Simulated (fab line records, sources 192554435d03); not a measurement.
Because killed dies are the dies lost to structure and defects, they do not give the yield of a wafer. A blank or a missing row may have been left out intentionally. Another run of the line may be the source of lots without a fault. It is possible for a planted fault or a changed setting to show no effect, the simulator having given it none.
Chamber matching | flow n5 finfet | pecvd-04 running N5_BEOL_M11_ILD_DEP_00: 3 sister chambers
The step deposits SiCOH lowk from DEMS/porogen, target thk 308.51 nm, time 58 s. 3 wafers are shown with their chamber, then 8 later ones without.

## WAFERS PAIRED WITH THEIR CHAMBERS
wafer  | chamber | throttle valve pct (%)
L081.2 | 2       | 13.1
L088.6 | 1       | 15.6
L089.2 | 0       | 13.4

## WAFERS MISSING THEIR CHAMBER
wafer  | throttle valve pct (%)
L089.4 | 15.6
L089.6 | 15.5
L093.1 | 13.0
L093.5 | 13.7
L093.6 | 13.2
L094.2 | 13.7
L094.3 | 13.0
L094.4 | 13.4

## CHAMBER TAKEN BY EACH
wafer  | from the rows above     | in truth
L089.4 | 1                       | 1
L089.6 | 1                       | 1
L093.1 | can't be placed: 2 or 0 | 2
L093.5 | can't be placed: 0 or 2 | 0
L093.6 | can't be placed: 2 or 0 | 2
L094.2 | can't be placed: 0 or 2 | 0
L094.3 | can't be placed: 2 or 0 | 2
L094.4 | can't be placed: 0 or 2 | 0
2 of 8 placed correctly. Not placeable from these rows: 6 (in 6, the candidates include the true chamber). 0 placed wrongly.
How it was worked out, from the rows above alone: a wafer's distance from a chamber is the root of the sum, over the readings, of the square of ((its reading less the chamber's mean) divided by the reading's scatter). If the next closest chamber is less than 2 further off than the closest, the wafer can't be placed; otherwise it belongs to the closest. A chamber's mean is the mean of its shown wafers. The scatter: root of mean squared gap, hidden wafer to nearest shown wafer, with one shown wafer a chamber.
